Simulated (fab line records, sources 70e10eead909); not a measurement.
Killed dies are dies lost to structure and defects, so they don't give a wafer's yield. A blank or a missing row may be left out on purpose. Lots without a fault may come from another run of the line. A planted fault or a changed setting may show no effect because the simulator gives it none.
Which tool did it? | flow nand_harc | 11 lots, 33 wafers sampled, at 5 steps of a route of 1159

WHAT THE GAUGES READ, wafer by wafer
NHARC_END_SORT_01. Usual: killed_at_array 29, standard deviation 11; killed_at_other 0.5, standard deviation 0.8; killed_at_periphery 3.5, standard deviation 2.8; killed_dies 33, standard deviation 12; killed_open 3.1, standard deviation 1.8; killed_short 1.8, standard deviation 1.4.
lot  | measured     | on        | killed_at_array | killed_at_other | killed_at_periphery | killed_dies | killed_open | killed_short | flag
L952 | day 23 14:38 | prober-02 | 33 669 664      | 0 0 1           | 6 3 4               | 39 672 669  | 10 1 6      | 3 2 3        | OFF
L954 | day 23 15:29 | prober-01 | 31 643 670      | 1 2 0           | 3 2 3               | 35 647 673  | 7 3 3       | 4 1 4        | OFF
L958 | day 25 03:05 | prober-01 | 37 45 50        | 0 0 1           | 1 1 4               | 38 46 55    | 2 1 1       | 2 2 6        |

WHICH TOOL RAN EACH LOT (tool, then ch and the chambers of the sampled wafers, then the start)
lot  | NHARC_A_STAIRCASE_STRIP_475                   | NHARC_A_STAIRCASE_DEP_471       | NHARC_A_SGD_CUT_ETCH_59            | NHARC_A_SGD_CUT_STRIP_17
L938 | rie_diel-05 ch 0,3, day 14 16:14 or earlier   | pecvd-01 ch 1,2, day 14 16:14   | rie_diel-13 ch 1,2,3, day 14 18:08 | rie_diel-13 ch 1,2, no start
L941 | rie_diel-10 ch 0,2,3, day 15 00:20 or earlier | pecvd-04 ch 0,2, day 15 00:20   | rie_diel-12 ch 0,1,3, day 15 02:14 | rie_diel-12 ch 2,3, no start
L942 | rie_diel-10 ch 0,1, day 15 00:47 or earlier   | pecvd-04 ch 0,2, day 15 00:47   | rie_diel-13 ch 0,1, day 15 02:31   | rie_diel-13 ch 0,3, no start
L947 | rie_diel-05 ch 0,1,3, day 16 01:04 or earlier | pecvd-01 ch 0,1,2, day 16 01:04 | rie_diel-02 ch 0,1,2, day 16 02:52 | rie_diel-02 ch 0,1,2, no start
L945 | rie_diel-05 ch 0,1,3, day 16 01:20            | pecvd-02 ch 0,1,2, day 16 01:29 | rie_diel-12 ch 0,2, day 16 03:13   | rie_diel-12 ch 0,2, no start
L946 | rie_diel-05 ch 0,1,3, day 16 12:48            | pecvd-01 ch 0,2, day 16 12:55   | rie_diel-13 ch 1,2,3, day 16 14:44 | rie_diel-13 ch 0,2,3, no start
L952 | rie_diel-05 ch 1,2,3, day 17 20:47 or earlier | pecvd-01 ch 0,1,2, day 17 20:47 | rie_diel-13 ch 1,2, day 17 22:35   | rie_diel-13 ch 0,1,2, day 23 14:38 or earlier
L954 | rie_diel-10 ch 1,3, day 18 13:16              | pecvd-04 ch 1,2, day 18 13:21   | rie_diel-13 ch 0,1, day 18 15:11   | rie_diel-13 ch 0,1, day 23 15:29 or earlier
L953 | rie_diel-05 ch 2,3, day 18 13:45 or earlier   | pecvd-04 ch 0,1,2, day 18 13:45 | rie_diel-12 ch 1,2,3, day 18 15:34 | rie_diel-12 ch 0,3, no start
L958 | rie_diel-06 ch 2,3, day 18 21:37 or earlier   | pecvd-04 ch 0,1,2, day 18 21:37 | rie_diel-02 ch 0,2,3, day 18 23:24 | rie_diel-02 ch 0,1,2, day 25 03:05 or earlier
L959 | rie_diel-06 ch 2,3, day 19 19:10 or earlier   | pecvd-02 ch 0,2, day 19 19:10   | rie_diel-02 ch 1,2, day 19 20:58   | rie_diel-02 ch 0,2,3, no start
- NHARC_A_STAIRCASE_STRIP_475: strips in O2, time 20 s.
- NHARC_A_STAIRCASE_DEP_471: deposits SiO2, target thk 100 nm.
- NHARC_A_SGD_CUT_ETCH_59: etches the open film in N2/H2, target depth 260 nm, time 406.25 s.
- NHARC_A_SGD_CUT_STRIP_17: strips in O2.

WHAT THE TOOLS THEMSELVES READ (means of the sampled wafers that have a number; where no wafer has one, the mark that the record gives instead)
NHARC_A_STAIRCASE_STRIP_475. Usual: drypump_motor_current_A 5.8 A, standard deviation 0.51; oes_product_au 0.997 a.u., standard deviation 0.01; rf_vpp_V 57.7 V, standard deviation 0.86; showerhead_plenum_p_Torr 3.46 Torr, standard deviation 0.11; throttle_valve_pct 17.038 %, standard deviation 0.0093.
lot  | tool        | drypump_motor_current_A (A) | oes_product_au (a.u.) | rf_vpp_V (V) | showerhead_plenum_p_Torr (Torr) | throttle_valve_pct (%) | flag
L938 | rie_diel-05 | 5.8                         | 0.984                 | 58.0         | 3.42                            | 17.037                 |
L941 | rie_diel-10 | 5.6                         | 1.000                 | 58.1         | 3.53                            | 17.034                 |
L942 | rie_diel-10 | 5.9                         | 0.998                 | 58.0         | 3.55                            | 17.037                 |
L947 | rie_diel-05 | 5.6                         | 0.994                 | 57.5         | 3.39                            | 17.031                 |
L945 | rie_diel-05 | 5.6                         | 0.989                 | 57.8         | 3.39                            | 17.038                 |
L946 | rie_diel-05 | 5.6                         | 0.989                 | 58.0         | 3.39                            | 17.043                 |
L952 | rie_diel-05 | 5.9                         | 1.000                 | 56.6         | 3.46                            | 17.052                 |
L954 | rie_diel-10 | 5.7                         | 0.993                 | 57.9         | 3.38                            | 17.039                 |
L953 | rie_diel-05 | 6.4                         | 1.000                 | 58.0         | 3.56                            | 17.044                 |
L958 | rie_diel-06 | 5.9                         | 0.998                 | 56.7         | 3.52                            | 17.029                 |
L959 | rie_diel-06 | 5.9                         | 1.000                 | 57.9         | 3.51                            | 17.040                 |

NHARC_A_STAIRCASE_DEP_471. Usual: heater_power_w 588 W, standard deviation 84; throttle_valve_pct 15.8 %, standard deviation 0.52.
lot  | tool     | heater_power_w (W) | throttle_valve_pct (%) | flag
L938 | pecvd-01 | 566                | 16.2                   |
L941 | pecvd-04 | 566                | 15.6                   |
L942 | pecvd-04 | 580                | 15.5                   |
L947 | pecvd-01 | 612                | 15.9                   |
L945 | pecvd-02 | 579                | 15.5                   |
L946 | pecvd-01 | 563                | 16.0                   |
L952 | pecvd-01 | 615                | 16.3                   |
L954 | pecvd-04 | 659                | 16.0                   |
L953 | pecvd-04 | 560                | 15.7                   |
L958 | pecvd-04 | 580                | 15.6                   |
L959 | pecvd-02 | 546                | 15.2                   |

NHARC_A_SGD_CUT_ETCH_59. Usual: bias_w 150.0 W, standard deviation 0.43; drypump_motor_current_A 5.8 A, standard deviation 0.54; oes_product_au 1.003 a.u., standard deviation 0.0095; rf_vpp_V 430.4 V, standard deviation 2.2; run_length_s 427.7 s, standard deviation 0.41; showerhead_plenum_p_Torr 2.03 Torr, standard deviation 0.073; throttle_valve_pct 14.170 %, standard deviation 0.0099.
lot  | tool        | bias_w (W) | drypump_motor_current_A (A) | oes_product_au (a.u.) | rf_vpp_V (V) | run_length_s (s) | showerhead_plenum_p_Torr (Torr) | throttle_valve_pct (%) | flag
L938 | rie_diel-13 | 149.6      | 5.6                         | 0.999                 | 431.2        | 427.8            | 2.07                            | 14.162                 |
L941 | rie_diel-12 | 150.0      | 5.8                         | 1.001                 | 429.8        | 427.7            | 2.01                            | 14.174                 |
L942 | rie_diel-13 | 149.9      | 5.3                         | 1.002                 | 431.7        | 427.7            | 2.09                            | 14.173                 |
L947 | rie_diel-02 | 150.4      | 5.7                         | 1.005                 | 429.2        | 427.8            | 2.01                            | 14.175                 |
L945 | rie_diel-12 | 149.7      | 6.3                         | 1.000                 | 429.6        | 428.0            | 2.02                            | 14.160                 |
L946 | rie_diel-13 | 150.1      | 5.6                         | 0.997                 | 431.5        | 427.4            | 2.07                            | 14.178                 |
L952 | rie_diel-13 | 149.8      | 5.8                         | 0.999                 | 429.9        | 358.8            | 2.05                            | 14.177                 | OFF
L954 | rie_diel-13 | 149.6      | 5.3                         | 0.992                 | 432.6        | 358.7            | 2.09                            | 14.170                 | OFF
L953 | rie_diel-12 | 150.4      | 5.8                         | 1.011                 | 430.7        | 427.3            | 2.06                            | 14.161                 |
L958 | rie_diel-02 | 150.2      | 6.0                         | 0.999                 | 430.5        | 427.8            | 2.01                            | 14.173                 |
L959 | rie_diel-02 | 149.7      | 5.7                         | 1.013                 | 432.0        | 427.7            | 2.06                            | 14.165                 |

NHARC_A_SGD_CUT_STRIP_17. Usual: drypump_motor_current_A 5.8 A, standard deviation 0.55; oes_product_au 1.002 a.u., standard deviation 0.0089; rf_vpp_V 57.8 V, standard deviation 0.89; showerhead_plenum_p_Torr 3.52 Torr, standard deviation 0.11; throttle_valve_pct 17.037 %, standard deviation 0.0093.
lot  | tool        | drypump_motor_current_A (A) | oes_product_au (a.u.) | rf_vpp_V (V) | showerhead_plenum_p_Torr (Torr) | throttle_valve_pct (%) | flag
L938 | rie_diel-13 | 5.8                         | 1.002                 | 58.0         | 3.56                            | 17.029                 |
L941 | rie_diel-12 | 6.1                         | 0.994                 | 57.7         | 3.65                            | 17.048                 |
L942 | rie_diel-13 | 5.1                         | 1.005                 | 58.4         | 3.62                            | 17.041                 |
L947 | rie_diel-02 | 5.8                         | 1.007                 | 56.8         | 3.48                            | 17.035                 |
L945 | rie_diel-12 | 6.3                         | 0.992                 | 58.4         | 3.50                            | 17.030                 |
L946 | rie_diel-13 | 5.5                         | 1.005                 | 58.3         | 3.56                            | 17.037                 |
L952 | rie_diel-13 | 5.7                         | 1.003                 | 58.2         | 3.54                            | 17.035                 |
L954 | rie_diel-13 | 5.4                         | 0.990                 | 58.3         | 3.61                            | 17.042                 |
L953 | rie_diel-12 | 6.1                         | 1.015                 | 57.6         | 3.51                            | 17.043                 |
L958 | rie_diel-02 | 5.8                         | 1.003                 | 58.2         | 3.48                            | 17.050                 |
L959 | rie_diel-02 | 6.0                         | 1.007                 | 57.1         | 3.47                            | 17.035                 |

THE ANSWER, worked out from the rows above alone
Rule: a lot is off if the mean of its wafers that have a number lies more than 3 standard deviations from the usual mean. A lot without any number at a reading at which 4 lots or more have one is off too. The other lots that the step has rows for count as sound. The gauges are gone through in route order, then the tools' own readings, and for those a lot's mean is taken as printed above. The first step at which some lot is off is used, and at that step the reading that is off furthest; a lot without a number counts as furthest.
Off: L952, L954, at NHARC_END_SORT_01 (killed_at_array). Neither off nor sound, because the step has no rows for them: L938, L941, L942, L947, L945, L946, L953, L959.
A tool fits if, at a process step before that reading, it ran every lot that is off, and no sound lot after the first of them. The gauges at NHARC_END_SORT_01 aren't tried: what is off there is off at NHARC_A_SGD_CUT_ETCH_59 too, on other tools, and a gauge's error can't cause that. NHARC_A_STAIRCASE_STRIP_475 gives no start for some lots, so the hours and the order of its lots are those of NHARC_A_STAIRCASE_DEP_471. NHARC_A_SGD_CUT_STRIP_17 gives no start for some lots, so the hours and the order of its lots are those of NHARC_END_SORT_01. One fits: rie_diel-13 at NHARC_A_SGD_CUT_ETCH_59 and NHARC_A_SGD_CUT_STRIP_17. It ran no sound lot before its first lot that is off in this sample, so the start can't be narrowed down.

WHAT THE SIMULATOR HAD PUT IN
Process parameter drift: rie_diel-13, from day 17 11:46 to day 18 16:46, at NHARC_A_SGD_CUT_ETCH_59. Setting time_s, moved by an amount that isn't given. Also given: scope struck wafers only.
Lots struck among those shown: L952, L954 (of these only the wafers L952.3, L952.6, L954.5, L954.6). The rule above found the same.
